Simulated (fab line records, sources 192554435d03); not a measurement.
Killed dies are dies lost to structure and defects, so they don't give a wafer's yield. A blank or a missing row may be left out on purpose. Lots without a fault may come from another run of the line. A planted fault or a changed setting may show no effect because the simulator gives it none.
Which tool did it? | flow n5_finfet | 12 lots, 36 wafers sampled, at 2 steps of a route of 1938

WHAT THE GAUGES READ, wafer by wafer
N5_BEOL_M11_THK_MEAS_01. Usual: M11_ILD_THK 268 nm, standard deviation 3.7.
lot  | measured     | on            | M11_ILD_THK (nm) | flag
L571 | day 11 03:55 | film_metro-02 | 262 265 267      |
L572 | day 12 05:03 | film_metro-01 | 269 271 270      |
L573 | day 12 05:35 | film_metro-01 | 269 271 274      |
L574 | day 12 14:33 | film_metro-02 | 269 263 263      |
L581 | day 13 20:59 | film_metro-01 | 264 264 269      |
L587 | day 15 06:37 | film_metro-01 | 263 267 267      |
L585 | day 16 01:13 | film_metro-02 | 266 269 272      |
L589 | day 16 16:01 | film_metro-01 | 268 263 273      |
L588 | day 16 20:35 | film_metro-01 | 270 269 269      |
L590 | day 17 17:42 | film_metro-02 | 264 263 271      |
L592 | day 17 18:50 | film_metro-02 | 268 272 271      |
L591 | day 17 21:35 | film_metro-01 | 268 270 269      |

N5_BEOL_M11_OVL_MEAS_12. Usual: M11_OVL -0.3 nm, standard deviation 0.69.
lot  | measured     | on         | M11_OVL (nm)   | flag
L571 | day 11 05:22 | overlay-01 | 0.4 -0.9 -0.3  |
L572 | day 12 07:11 | overlay-02 | 0.1 -2.2 -0.7  |
L573 | day 12 07:29 | overlay-02 | -0.2 -1.8 -0.4 |
L574 | day 12 16:44 | overlay-02 | -1.6 -1.8 -1.2 |
L581 | day 13 22:48 | overlay-02 | -1.6 -0.8 -0.4 |
L587 | day 15 07:28 | overlay-01 | 0.5 0.2 -0.2   |
L585 | day 16 03:03 | overlay-02 | -0.2 -1.4 0.5  |
L589 | day 16 16:41 | overlay-01 | -0.6 -0.9 -0.3 |
L588 | day 16 22:14 | overlay-01 | 0.9 0.1 0.3    |
L590 | day 17 22:38 | overlay-01 | -0.6 -1.4 -0.1 |
L592 | day 17 22:47 | overlay-01 | -0.1 1.2 0.1   |
L591 | day 17 22:55 | overlay-02 | 0.3 -0.6 -0.3  |

WHICH TOOL RAN EACH LOT (tool, then ch and the chambers of the sampled wafers, then the start)
The record holds no process step before these readings.

WHAT THE TOOLS THEMSELVES READ (means of the sampled wafers that have a number; where no wafer has one, the mark that the record gives instead)
The record holds no such reading with a usual standard deviation.

THE ANSWER, worked out from the rows above alone
Rule: a lot is off if the mean of its wafers that have a number lies more than 3 standard deviations from the usual mean. A lot without any number at a reading at which 4 lots or more have one is off too. The other lots that the step has rows for count as sound. The gauges are gone through in route order, then the tools' own readings, and for those a lot's mean is taken as printed above. The first step at which some lot is off is used, and at that step the reading that is off furthest; a lot without a number counts as furthest.
No lot is off at any reading shown: from this, nothing can be told.

WHAT THE SIMULATOR HAD PUT IN
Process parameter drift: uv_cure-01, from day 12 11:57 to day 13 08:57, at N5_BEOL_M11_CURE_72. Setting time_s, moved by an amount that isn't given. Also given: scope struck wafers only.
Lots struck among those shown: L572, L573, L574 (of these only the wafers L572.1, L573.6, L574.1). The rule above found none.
